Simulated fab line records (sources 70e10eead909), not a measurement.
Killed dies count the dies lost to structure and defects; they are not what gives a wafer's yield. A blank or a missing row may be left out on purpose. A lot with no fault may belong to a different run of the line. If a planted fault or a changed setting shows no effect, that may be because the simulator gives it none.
Matching of chambers	flow nand-harc	rie-diel-02 running NHARC_P_ZERO_WELL_DESCUM_39: 4 sister chambers
The step chemistry O2, time 3 s. 14 wafers are shown with their chamber, then 7 later ones without.

== EACH WAFER AND ITS CHAMBER ==
wafer	chamber	showerhead-plenum-p-Torr (Torr)	oes-product-au (a.u.)	rf-vpp-V (V)
L293.1	2	2.07	0.988	57.7
L293.3	1	2.05	1.006	57.5
L293.4	3	1.88	0.995	58.2
L295.1	1	2.05	1.011	58.9
L295.5	0	1.88	1.000	58.6
L296.5	0	1.88	0.994	57.3
L296.6	1	2.05	0.998	57.9
L299.2	0	1.88	0.993	57.5
L299.6	2	2.06	0.993	58.2
L304.4	1	2.05	1.014	57.9
L304.5	2	2.06	1.004	59.7
L304.6	1	2.05	1.001	58.7
L308.1	3	1.88	1.000	57.3
L308.3	0	1.88	0.995	57.6

SIGNATURES, as means of the wafers listed above
reading	chamber 0	chamber 1	chamber 2	chamber 3	scatter within a chamber
showerhead-plenum-p-Torr	1.8800	2.0500	2.0633	1.8800	0.00258
oes-product-au	0.99550	1.00600	0.99500	0.99750	0.00595
rf-vpp-V	57.750	58.180	58.533	57.750	0.706
Rule: a wafer lies at a distance from a chamber equal to the root of the sum of squares, over the readings, of (its reading less the chamber's mean, divided by the reading's scatter). The wafer belongs to the nearest chamber; if the next one is less than 2 further off, it can't be placed. How the scatter is found: for the shown wafers, subtract from each reading the mean of its chamber, square and add these, divide the total by (wafers less chambers), then take the root.

== WAFERS WITHOUT THEIR CHAMBER ==
wafer	showerhead-plenum-p-Torr (Torr)	oes-product-au (a.u.)	rf-vpp-V (V)
L308.4	2.06	1.007	58.9
L311.1	2.05	1.010	59.0
L311.5	2.05	1.020	57.7
L311.6	1.88	1.001	58.4
L313.2	1.88	1.000	57.5
L313.5	2.05	1.003	57.8
L313.6	2.06	0.993	60.0

== WHICH CHAMBER EACH WENT THROUGH ==
wafer	from the rows above	in truth
L308.4	can't be placed: 2 or 1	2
L311.1	1	1
L311.5	1	1
L311.6	can't be placed: 3 or 0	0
L313.2	can't be placed: 3 or 0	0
L313.5	1	1
L313.6	2	2
Correctly placed: 4 of 7. Cannot be placed on the basis of these rows: 3; the candidates contain the true chamber in 3. Wrongly placed: 0.
